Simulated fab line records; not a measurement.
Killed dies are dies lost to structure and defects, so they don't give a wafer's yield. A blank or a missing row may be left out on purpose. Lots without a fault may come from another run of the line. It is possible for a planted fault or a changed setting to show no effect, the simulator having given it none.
fab line records / flow nandHarc
record: lots: 15 wafers: 45 lastDay: 33
route steps=1302 shown A_ONON_D1@425
lots that met no fault: from a run of the same line without faults
startH: hours from the record's first day to the start of the lot's first wafer shown / waitH: hours since the lot's step before / " unchanged from the row above / L1.1+2: one row covering several wafers at once / - no value, or no start was given / * or withheld: withheld / < > ~ a bound
route shown NAME@n: a module of which the file shows steps, and the number in the route of the first / usual: mean/standard deviation of fault-free wafers / same: alike in all rows / chamber/n: place in a boat / sites: readings site by site / _std_site: their standard deviation / _edge_site: outer sites' mean less inner sites' / radiusMm: for every site, how far away it sits from the centre of the wafer / mask NAME#n: copy n / behind: the tool/chamber that last shaped the wafer / hold: cause of the lot's hold/its duration in hours/its outcome / device: which transistor (n, p or np) failed to switch / end of line: at the end of the route, the tests of the same wafers / a step with no rows: only its recipe / killed: dies lost to structure and defects at the first sort, not the wafer's yield / map: a wafer's dies, marking killed ones x, the rest . and places with no die _
set.NAME: the setting that was run; set.NAME@STEP: the one run at that earlier step / model.NAME: the simulator's own value behind a step, which no gauge read
steps of the route over a sample of lots; a table a step, a row a wafer
services: a tool's chamber out of use, with start hour (startH, from the record's first day; less than 0 if before it), hours out, and reason
== steps ==
step: NHARC_A_ONON_D1_THK_MEAS_02
recipe: thkMeasGauge: ellipsometry
usual: thkNm: 998/9.3
lot.wafer=L246.2 tool=filmMetro-02 chamber=- startH=167.26 waitH=- thkNm=989
lot.wafer=L246.3 tool=filmMetro-02 chamber=- startH=167.26 waitH=- thkNm=989
lot.wafer=L246.6 tool=filmMetro-02 chamber=- startH=167.26 waitH=- thkNm=989
lot.wafer=L248.3 tool=filmMetro-01 chamber=- startH=183.45 waitH=- thkNm=981
lot.wafer=L248.5 tool=filmMetro-01 chamber=- startH=183.45 waitH=- thkNm=981
lot.wafer=L248.6 tool=filmMetro-01 chamber=- startH=183.45 waitH=- thkNm=983
lot.wafer=L249.1 tool=filmMetro-02 chamber=- startH=197.02 waitH=- thkNm=1003
lot.wafer=L249.3 tool=filmMetro-02 chamber=- startH=197.02 waitH=- thkNm=1006
lot.wafer=L249.5 tool=filmMetro-02 chamber=- startH=197.02 waitH=- thkNm=1004
lot.wafer=L250.1 tool=filmMetro-01 chamber=- startH=206.52 waitH=- thkNm=998
lot.wafer=L250.2 tool=filmMetro-01 chamber=- startH=206.52 waitH=- thkNm=998
lot.wafer=L250.5 tool=filmMetro-01 chamber=- startH=206.52 waitH=- thkNm=997
lot.wafer=L251.1 tool=filmMetro-01 chamber=- startH=215.99 waitH=- thkNm=989
lot.wafer=L251.3 tool=filmMetro-01 chamber=- startH=215.99 waitH=- thkNm=988
lot.wafer=L251.4 tool=filmMetro-01 chamber=- startH=215.99 waitH=- thkNm=989
lot.wafer=L252.1 tool=filmMetro-02 chamber=- startH=223.39 waitH=- thkNm=1005
lot.wafer=L252.3 tool=filmMetro-02 chamber=- startH=223.39 waitH=- thkNm=1005
lot.wafer=L252.5 tool=filmMetro-02 chamber=- startH=223.39 waitH=- thkNm=1004
lot.wafer=L254.1 tool=filmMetro-02 chamber=- startH=238.64 waitH=- thkNm=988
lot.wafer=L254.4 tool=filmMetro-02 chamber=- startH=238.64 waitH=- thkNm=986
lot.wafer=L254.5 tool=filmMetro-02 chamber=- startH=238.64 waitH=- thkNm=984
lot.wafer=L257.1 tool=filmMetro-02 chamber=- startH=268.89 waitH=- thkNm=995
lot.wafer=L257.2 tool=filmMetro-02 chamber=- startH=268.89 waitH=- thkNm=997
lot.wafer=L257.6 tool=filmMetro-02 chamber=- startH=268.89 waitH=- thkNm=996
lot.wafer=L260.1 tool=filmMetro-02 chamber=- startH=303.56 waitH=- thkNm=995
lot.wafer=L260.3 tool=filmMetro-02 chamber=- startH=303.56 waitH=- thkNm=995
lot.wafer=L260.5 tool=filmMetro-02 chamber=- startH=303.56 waitH=- thkNm=996
lot.wafer=L262.1 tool=filmMetro-02 chamber=- startH=327.66 waitH=- thkNm=1004
lot.wafer=L262.2 tool=filmMetro-02 chamber=- startH=327.66 waitH=- thkNm=1006
lot.wafer=L262.6 tool=filmMetro-02 chamber=- startH=327.66 waitH=- thkNm=1006
lot.wafer=L261.3 tool=filmMetro-01 chamber=- startH=327.67 waitH=- thkNm=1009
lot.wafer=L261.5 tool=filmMetro-01 chamber=- startH=327.67 waitH=- thkNm=1010
lot.wafer=L261.6 tool=filmMetro-01 chamber=- startH=327.67 waitH=- thkNm=1008
lot.wafer=L263.2 tool=filmMetro-02 chamber=- startH=334.09 waitH=- thkNm=993
lot.wafer=L263.4 tool=filmMetro-02 chamber=- startH=334.09 waitH=- thkNm=994
lot.wafer=L263.5 tool=filmMetro-02 chamber=- startH=334.09 waitH=- thkNm=993
lot.wafer=L264.2 tool=filmMetro-02 chamber=- startH=350.62 waitH=- thkNm=1006
lot.wafer=L264.5 tool=filmMetro-02 chamber=- startH=350.62 waitH=- thkNm=1005
lot.wafer=L264.6 tool=filmMetro-02 chamber=- startH=350.62 waitH=- thkNm=1004
lot.wafer=L267.1 tool=filmMetro-01 chamber=- startH=374.70 waitH=- thkNm=993
lot.wafer=L267.2 tool=filmMetro-01 chamber=- startH=374.70 waitH=- thkNm=994
lot.wafer=L267.3 tool=filmMetro-01 chamber=- startH=374.70 waitH=- thkNm=993
lot.wafer=L269.1 tool=filmMetro-02 chamber=- startH=390.89 waitH=- thkNm=1004
lot.wafer=L269.2 tool=filmMetro-02 chamber=- startH=390.89 waitH=- thkNm=1000
lot.wafer=L269.3 tool=filmMetro-02 chamber=- startH=390.89 waitH=- thkNm=1001
step: NHARC_A_ONON_D1_ANNEAL_15
recipe: tempC: 750 timeS: 3600
usual: runLengthS: 3633/8.6 spikeTcBottomC: 769.2/2.4 spikeTcUpperC: 749.6/1.4 zonePowerCentrePct: 13.3/0.87
lot.wafer=L246.2 tool=furnace-02 chamber=0 startH=173.69 waitH=4.2 runLengthS=3632 spikeTcBottomC=769.6 spikeTcUpperC=748.0 zonePowerCentrePct=12.5
lot.wafer=L246.3 tool=furnace-02 chamber=0 startH=173.69 waitH=4.2 runLengthS=3632 spikeTcBottomC=770.2 spikeTcUpperC=749.4 zonePowerCentrePct=12.6
lot.wafer=L246.6 tool=furnace-02 chamber=0 startH=173.69 waitH=4.2 runLengthS=3632 spikeTcBottomC=772.1 spikeTcUpperC=749.1 zonePowerCentrePct=12.4
lot.wafer=L248.3 tool=furnace-02 chamber=0 startH=191.39 waitH=5.7 runLengthS=3640 spikeTcBottomC=769.2 spikeTcUpperC=747.9 zonePowerCentrePct=12.9
lot.wafer=L248.5 tool=furnace-02 chamber=0 startH=191.39 waitH=5.7 runLengthS=3640 spikeTcBottomC=769.2 spikeTcUpperC=748.7 zonePowerCentrePct=12.4
lot.wafer=L248.6 tool=furnace-02 chamber=0 startH=191.39 waitH=5.7 runLengthS=3640 spikeTcBottomC=771.8 spikeTcUpperC=748.4 zonePowerCentrePct=12.6
lot.wafer=L249.1 tool=furnace-03 chamber=0 startH=206.53 waitH=7.2 runLengthS=3644 spikeTcBottomC=763.2 spikeTcUpperC=750.3 zonePowerCentrePct=13.6
lot.wafer=L249.3 tool=furnace-03 chamber=0 startH=206.53 waitH=7.2 runLengthS=3644 spikeTcBottomC=765.1 spikeTcUpperC=750.8 zonePowerCentrePct=13.3
lot.wafer=L249.5 tool=furnace-03 chamber=0 startH=206.53 waitH=7.2 runLengthS=3644 spikeTcBottomC=764.6 spikeTcUpperC=749.2 zonePowerCentrePct=13.4
lot.wafer=L250.1 tool=furnace-02 chamber=0 startH=212.62 waitH=3.8 runLengthS=3631 spikeTcBottomC=771.6 spikeTcUpperC=747.4 zonePowerCentrePct=12.6
lot.wafer=L250.2 tool=furnace-02 chamber=0 startH=212.62 waitH=3.8 runLengthS=3631 spikeTcBottomC=772.6 spikeTcUpperC=749.8 zonePowerCentrePct=12.8
lot.wafer=L250.5 tool=furnace-02 chamber=0 startH=212.62 waitH=3.8 runLengthS=3631 spikeTcBottomC=768.1 spikeTcUpperC=748.2 zonePowerCentrePct=12.6
lot.wafer=L251.1 tool=furnace-02 chamber=0 startH=221.65 waitH=3.4 runLengthS=3645 spikeTcBottomC=770.0 spikeTcUpperC=748.9 zonePowerCentrePct=12.6
lot.wafer=L251.3 tool=furnace-02 chamber=0 startH=221.65 waitH=3.4 runLengthS=3645 spikeTcBottomC=770.2 spikeTcUpperC=749.5 zonePowerCentrePct=12.7
lot.wafer=L251.4 tool=furnace-02 chamber=0 startH=221.65 waitH=3.4 runLengthS=3645 spikeTcBottomC=770.8 spikeTcUpperC=748.8 zonePowerCentrePct=12.6
lot.wafer=L252.1 tool=furnace-03 chamber=0 startH=229.93 waitH=4.3 runLengthS=3647 spikeTcBottomC=765.7 spikeTcUpperC=749.8 zonePowerCentrePct=13.3
lot.wafer=L252.3 tool=furnace-03 chamber=0 startH=229.93 waitH=4.3 runLengthS=3647 spikeTcBottomC=764.4 spikeTcUpperC=750.0 zonePowerCentrePct=13.0
lot.wafer=L252.5 tool=furnace-03 chamber=0 startH=229.93 waitH=4.3 runLengthS=3647 spikeTcBottomC=763.5 spikeTcUpperC=750.9 zonePowerCentrePct=13.4
lot.wafer=L254.1 tool=furnace-02 chamber=0 startH=248.40 waitH=7.5 runLengthS=3637 spikeTcBottomC=769.2 spikeTcUpperC=747.3 zonePowerCentrePct=12.5
lot.wafer=L254.4 tool=furnace-02 chamber=0 startH=248.40 waitH=7.5 runLengthS=3637 spikeTcBottomC=769.7 spikeTcUpperC=747.0 zonePowerCentrePct=12.6
lot.wafer=L254.5 tool=furnace-02 chamber=0 startH=248.40 waitH=7.5 runLengthS=3637 spikeTcBottomC=770.4 spikeTcUpperC=748.1 zonePowerCentrePct=12.7
lot.wafer=L257.1 tool=furnace-02 chamber=0 startH=276.73 waitH=5.6 runLengthS=3630 spikeTcBottomC=770.3 spikeTcUpperC=749.1 zonePowerCentrePct=12.7
lot.wafer=L257.2 tool=furnace-02 chamber=0 startH=276.73 waitH=5.6 runLengthS=3630 spikeTcBottomC=770.4 spikeTcUpperC=749.6 zonePowerCentrePct=12.8
lot.wafer=L257.6 tool=furnace-02 chamber=0 startH=276.73 waitH=5.6 runLengthS=3630 spikeTcBottomC=768.2 spikeTcUpperC=749.4 zonePowerCentrePct=12.7
lot.wafer=L260.1 tool=furnace-02 chamber=0 startH=313.15 waitH=7.3 runLengthS=3632 spikeTcBottomC=770.0 spikeTcUpperC=749.5 zonePowerCentrePct=12.7
lot.wafer=L260.3 tool=furnace-02 chamber=0 startH=313.15 waitH=7.3 runLengthS=3632 spikeTcBottomC=769.7 spikeTcUpperC=750.3 zonePowerCentrePct=12.7
lot.wafer=L260.5 tool=furnace-02 chamber=0 startH=313.15 waitH=7.3 runLengthS=3632 spikeTcBottomC=771.1 spikeTcUpperC=748.2 zonePowerCentrePct=12.6
lot.wafer=L261.3 tool=furnace-02 chamber=- startH=334.14 waitH=4.2 runLengthS=- spikeTcBottomC=- spikeTcUpperC=- zonePowerCentrePct=-
lot.wafer=L261.5 tool=furnace-02 chamber=- startH=334.14 waitH=4.2 runLengthS=- spikeTcBottomC=- spikeTcUpperC=- zonePowerCentrePct=-
lot.wafer=L261.6 tool=furnace-02 chamber=- startH=334.14 waitH=4.2 runLengthS=- spikeTcBottomC=- spikeTcUpperC=- zonePowerCentrePct=-
lot.wafer=L262.1 tool=furnace-02 chamber=- startH=334.14 waitH=4.2 runLengthS=- spikeTcBottomC=- spikeTcUpperC=- zonePowerCentrePct=-
lot.wafer=L262.2 tool=furnace-02 chamber=- startH=334.14 waitH=4.2 runLengthS=- spikeTcBottomC=- spikeTcUpperC=- zonePowerCentrePct=-
lot.wafer=L262.6 tool=furnace-02 chamber=- startH=334.14 waitH=4.2 runLengthS=- spikeTcBottomC=- spikeTcUpperC=- zonePowerCentrePct=-
lot.wafer=L263.2 tool=furnace-01 chamber=- startH=341.17 waitH=4.8 runLengthS=- spikeTcBottomC=- spikeTcUpperC=- zonePowerCentrePct=-
lot.wafer=L263.4 tool=furnace-01 chamber=- startH=341.17 waitH=4.8 runLengthS=- spikeTcBottomC=- spikeTcUpperC=- zonePowerCentrePct=-
lot.wafer=L263.5 tool=furnace-01 chamber=- startH=341.17 waitH=4.8 runLengthS=- spikeTcBottomC=- spikeTcUpperC=- zonePowerCentrePct=-
lot.wafer=L264.2 tool=furnace-02 chamber=0 startH=358.56 waitH=5.7 runLengthS=3630 spikeTcBottomC=771.4 spikeTcUpperC=748.5 zonePowerCentrePct=12.7
lot.wafer=L264.5 tool=furnace-02 chamber=0 startH=358.56 waitH=5.7 runLengthS=3630 spikeTcBottomC=770.4 spikeTcUpperC=749.2 zonePowerCentrePct=12.7
lot.wafer=L264.6 tool=furnace-02 chamber=0 startH=358.56 waitH=5.7 runLengthS=3630 spikeTcBottomC=767.6 spikeTcUpperC=749.3 zonePowerCentrePct=12.6
lot.wafer=L267.1 tool=furnace-01 chamber=0 startH=380.15 waitH=3.2 runLengthS=3618 spikeTcBottomC=770.1 spikeTcUpperC=751.8 zonePowerCentrePct=14.8
lot.wafer=L267.2 tool=furnace-01 chamber=0 startH=380.15 waitH=3.2 runLengthS=3618 spikeTcBottomC=771.0 spikeTcUpperC=749.6 zonePowerCentrePct=14.9
lot.wafer=L267.3 tool=furnace-01 chamber=0 startH=380.15 waitH=3.2 runLengthS=3618 spikeTcBottomC=770.3 spikeTcUpperC=750.9 zonePowerCentrePct=14.7
lot.wafer=L269.1 tool=furnace-01 chamber=0 startH=396.32 waitH=3.2 runLengthS=3620 spikeTcBottomC=770.5 spikeTcUpperC=751.0 zonePowerCentrePct=14.8
lot.wafer=L269.2 tool=furnace-01 chamber=0 startH=396.32 waitH=3.2 runLengthS=3620 spikeTcBottomC=770.2 spikeTcUpperC=751.7 zonePowerCentrePct=14.6
lot.wafer=L269.3 tool=furnace-01 chamber=0 startH=396.32 waitH=3.2 runLengthS=3620 spikeTcBottomC=769.3 spikeTcUpperC=749.0 zonePowerCentrePct=15.0
step: NHARC_A_ONON_D1_THK_MEAS_21
recipe: thkMeasGauge: ellipsometry
usual: thkNm: 999/9.9
lot.wafer=L246.2 tool=filmMetro-01 chamber=- startH=178.68 waitH=- thkNm=1013
lot.wafer=L246.3 tool=filmMetro-01 chamber=- startH=178.68 waitH=- thkNm=1012
lot.wafer=L246.6 tool=filmMetro-01 chamber=- startH=178.68 waitH=- thkNm=1013
lot.wafer=L248.3 tool=filmMetro-01 chamber=- startH=196.33 waitH=- thkNm=998
lot.wafer=L248.5 tool=filmMetro-01 chamber=- startH=196.33 waitH=- thkNm=1000
lot.wafer=L248.6 tool=filmMetro-01 chamber=- startH=196.33 waitH=- thkNm=999
lot.wafer=L249.1 tool=filmMetro-02 chamber=- startH=211.51 waitH=- thkNm=988
lot.wafer=L249.3 tool=filmMetro-02 chamber=- startH=211.51 waitH=- thkNm=987
lot.wafer=L249.5 tool=filmMetro-02 chamber=- startH=211.51 waitH=- thkNm=986
lot.wafer=L250.1 tool=filmMetro-02 chamber=- startH=217.58 waitH=- thkNm=1006
lot.wafer=L250.2 tool=filmMetro-02 chamber=- startH=217.58 waitH=- thkNm=1008
lot.wafer=L250.5 tool=filmMetro-02 chamber=- startH=217.58 waitH=- thkNm=1003
lot.wafer=L251.1 tool=filmMetro-02 chamber=- startH=226.68 waitH=- thkNm=1001
lot.wafer=L251.3 tool=filmMetro-02 chamber=- startH=226.68 waitH=- thkNm=998
lot.wafer=L251.4 tool=filmMetro-02 chamber=- startH=226.68 waitH=- thkNm=999
lot.wafer=L252.1 tool=filmMetro-02 chamber=- startH=234.87 waitH=- thkNm=1006
lot.wafer=L252.3 tool=filmMetro-02 chamber=- startH=234.87 waitH=- thkNm=1006
lot.wafer=L252.5 tool=filmMetro-02 chamber=- startH=234.87 waitH=- thkNm=1007
lot.wafer=L254.1 tool=filmMetro-02 chamber=- startH=253.39 waitH=- thkNm=999
lot.wafer=L254.4 tool=filmMetro-02 chamber=- startH=253.39 waitH=- thkNm=999
lot.wafer=L254.5 tool=filmMetro-02 chamber=- startH=253.39 waitH=- thkNm=997
lot.wafer=L257.1 tool=filmMetro-02 chamber=- startH=281.74 waitH=- thkNm=991
lot.wafer=L257.2 tool=filmMetro-02 chamber=- startH=281.74 waitH=- thkNm=992
lot.wafer=L257.6 tool=filmMetro-02 chamber=- startH=281.74 waitH=- thkNm=989
lot.wafer=L260.1 tool=filmMetro-01 chamber=- startH=318.15 waitH=- thkNm=982
lot.wafer=L260.3 tool=filmMetro-01 chamber=- startH=318.15 waitH=- thkNm=983
lot.wafer=L260.5 tool=filmMetro-01 chamber=- startH=318.15 waitH=- thkNm=982
lot.wafer=L261.3 tool=filmMetro-02 chamber=- startH=339.14 waitH=- thkNm=998
lot.wafer=L261.5 tool=filmMetro-02 chamber=- startH=339.14 waitH=- thkNm=997
lot.wafer=L261.6 tool=filmMetro-02 chamber=- startH=339.14 waitH=- thkNm=999
lot.wafer=L262.1 tool=filmMetro-01 chamber=- startH=339.15 waitH=- thkNm=988
lot.wafer=L262.2 tool=filmMetro-01 chamber=- startH=339.15 waitH=- thkNm=988
lot.wafer=L262.6 tool=filmMetro-01 chamber=- startH=339.15 waitH=- thkNm=988
lot.wafer=L263.2 tool=filmMetro-01 chamber=- startH=346.14 waitH=- thkNm=989
lot.wafer=L263.4 tool=filmMetro-01 chamber=- startH=346.14 waitH=- thkNm=990
lot.wafer=L263.5 tool=filmMetro-01 chamber=- startH=346.14 waitH=- thkNm=992
lot.wafer=L264.2 tool=filmMetro-02 chamber=- startH=363.48 waitH=- thkNm=994
lot.wafer=L264.5 tool=filmMetro-02 chamber=- startH=363.48 waitH=- thkNm=994
lot.wafer=L264.6 tool=filmMetro-02 chamber=- startH=363.48 waitH=- thkNm=993
lot.wafer=L267.1 tool=filmMetro-01 chamber=- startH=385.09 waitH=- thkNm=1006
lot.wafer=L267.2 tool=filmMetro-01 chamber=- startH=385.09 waitH=- thkNm=1005
lot.wafer=L267.3 tool=filmMetro-01 chamber=- startH=385.09 waitH=- thkNm=1004
lot.wafer=L269.1 tool=filmMetro-01 chamber=- startH=401.29 waitH=- thkNm=1016
lot.wafer=L269.2 tool=filmMetro-01 chamber=- startH=401.29 waitH=- thkNm=1017
lot.wafer=L269.3 tool=filmMetro-01 chamber=- startH=401.29 waitH=- thkNm=1014
step: NHARC_A_ONON_D1_THK_MEAS_27
recipe: thkMeasGauge: ellipsometry
usual: thkNm: 1000/11
lot.wafer=L246.2 tool=filmMetro-02 chamber=- startH=179.82 waitH=- thkNm=985
lot.wafer=L246.3 tool=filmMetro-02 chamber=- startH=179.82 waitH=- thkNm=981
lot.wafer=L246.6 tool=filmMetro-02 chamber=- startH=179.82 waitH=- thkNm=984
lot.wafer=L248.3 tool=filmMetro-01 chamber=- startH=197.45 waitH=- thkNm=1009
lot.wafer=L248.5 tool=filmMetro-01 chamber=- startH=197.45 waitH=- thkNm=1009
lot.wafer=L248.6 tool=filmMetro-01 chamber=- startH=197.45 waitH=- thkNm=1008
lot.wafer=L249.1 tool=filmMetro-02 chamber=- startH=212.64 waitH=- thkNm=994
lot.wafer=L249.3 tool=filmMetro-02 chamber=- startH=212.64 waitH=- thkNm=993
lot.wafer=L249.5 tool=filmMetro-02 chamber=- startH=212.64 waitH=- thkNm=993
lot.wafer=L250.1 tool=filmMetro-01 chamber=- startH=218.72 waitH=- thkNm=999
lot.wafer=L250.2 tool=filmMetro-01 chamber=- startH=218.72 waitH=- thkNm=999
lot.wafer=L250.5 tool=filmMetro-01 chamber=- startH=218.72 waitH=- thkNm=998
lot.wafer=L251.1 tool=filmMetro-02 chamber=- startH=227.84 waitH=- thkNm=986
lot.wafer=L251.3 tool=filmMetro-02 chamber=- startH=227.84 waitH=- thkNm=987
lot.wafer=L251.4 tool=filmMetro-02 chamber=- startH=227.84 waitH=- thkNm=988
lot.wafer=L252.1 tool=filmMetro-01 chamber=- startH=236.01 waitH=- thkNm=1005
lot.wafer=L252.3 tool=filmMetro-01 chamber=- startH=236.01 waitH=- thkNm=1003
lot.wafer=L252.5 tool=filmMetro-01 chamber=- startH=236.01 waitH=- thkNm=1003
lot.wafer=L254.1 tool=filmMetro-02 chamber=- startH=254.52 waitH=- thkNm=1002
lot.wafer=L254.4 tool=filmMetro-02 chamber=- startH=254.52 waitH=- thkNm=1003
lot.wafer=L254.5 tool=filmMetro-02 chamber=- startH=254.52 waitH=- thkNm=1005
lot.wafer=L257.1 tool=filmMetro-01 chamber=- startH=282.90 waitH=- thkNm=995
lot.wafer=L257.2 tool=filmMetro-01 chamber=- startH=282.90 waitH=- thkNm=995
lot.wafer=L257.6 tool=filmMetro-01 chamber=- startH=282.90 waitH=- thkNm=994
lot.wafer=L260.1 tool=filmMetro-02 chamber=- startH=319.28 waitH=- thkNm=1014
lot.wafer=L260.3 tool=filmMetro-02 chamber=- startH=319.28 waitH=- thkNm=1010
lot.wafer=L260.5 tool=filmMetro-02 chamber=- startH=319.28 waitH=- thkNm=1011
lot.wafer=L261.3 tool=filmMetro-01 chamber=- startH=340.27 waitH=- thkNm=1016
lot.wafer=L261.5 tool=filmMetro-01 chamber=- startH=340.27 waitH=- thkNm=1014
lot.wafer=L261.6 tool=filmMetro-01 chamber=- startH=340.27 waitH=- thkNm=1016
lot.wafer=L262.1 tool=filmMetro-02 chamber=- startH=340.61 waitH=- thkNm=987
lot.wafer=L262.2 tool=filmMetro-02 chamber=- startH=340.61 waitH=- thkNm=988
lot.wafer=L262.6 tool=filmMetro-02 chamber=- startH=340.61 waitH=- thkNm=988
lot.wafer=L263.2 tool=filmMetro-01 chamber=- startH=347.27 waitH=- thkNm=1011
lot.wafer=L263.4 tool=filmMetro-01 chamber=- startH=347.27 waitH=- thkNm=1012
lot.wafer=L263.5 tool=filmMetro-01 chamber=- startH=347.27 waitH=- thkNm=1011
lot.wafer=L264.2 tool=filmMetro-02 chamber=- startH=364.61 waitH=- thkNm=979
lot.wafer=L264.5 tool=filmMetro-02 chamber=- startH=364.61 waitH=- thkNm=978
lot.wafer=L264.6 tool=filmMetro-02 chamber=- startH=364.61 waitH=- thkNm=981
lot.wafer=L267.1 tool=filmMetro-01 chamber=- startH=386.24 waitH=- thkNm=1009
lot.wafer=L267.2 tool=filmMetro-01 chamber=- startH=386.24 waitH=- thkNm=1008
lot.wafer=L267.3 tool=filmMetro-01 chamber=- startH=386.24 waitH=- thkNm=1009
lot.wafer=L269.1 tool=filmMetro-02 chamber=- startH=402.42 waitH=- thkNm=993
lot.wafer=L269.2 tool=filmMetro-02 chamber=- startH=402.42 waitH=- thkNm=991
lot.wafer=L269.3 tool=filmMetro-02 chamber=- startH=402.42 waitH=- thkNm=991
== services ==
tool=furnace-01 chamber=- startH=206.25 hours=26.0 kind=pm
tool=furnace-03 chamber=- startH=297.37 hours=26.0 kind=pm
tool=furnace-02 chamber=- startH=392.48 hours=5.7 kind=repair
== key ==
firstSign: step: NHARC_A_ONON_D1_ANNEAL_15 reading: toolRecord direction: missing
effect none on later readings
metAt NHARC_A_ONON_D1_ANNEAL_15
struckLots L261,L262,L263
laterRowsLeftOut L261.3,L261.5,L261.6,L262.1,L262.2,L262.6,L263.2,L263.4,L263.5
sortLeftOut L261.3,L261.5,L261.6,L262.1,L262.2,L262.6,L263.2,L263.4,L263.5
testerLeftOut L261,L262,L263
notActingAt NHARC_A_ONON_D1_THK_MEAS_02,NHARC_A_ONON_D1_THK_MEAS_21,NHARC_A_ONON_D1_THK_MEAS_27
onsetBetween 313.15 334.14
fault: kind: skippedStepWhole tool: furnace-01,furnace-02 chamber: - onsetH: 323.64 steps: NHARC_A_ONON_D1_ANNEAL_15 scope: struckLotsOnly
testerLeftOut: of these lots the tester's yield and bins aren't shown, on N5 and GAA mostly nor the transistor test; their killed dies are dies lost to structure and defects alone, not to doping, threshold or leakage, so they don't give the yield
sortLeftOut: the simulated sort isn't trusted on such a fault, so these wafers' sort isn't shown, and their yield isn't known
laterRowsLeftOut: the simulator's readings of these wafers behind a module that went badly wrong aren't trusted and aren't shown, but for the sort
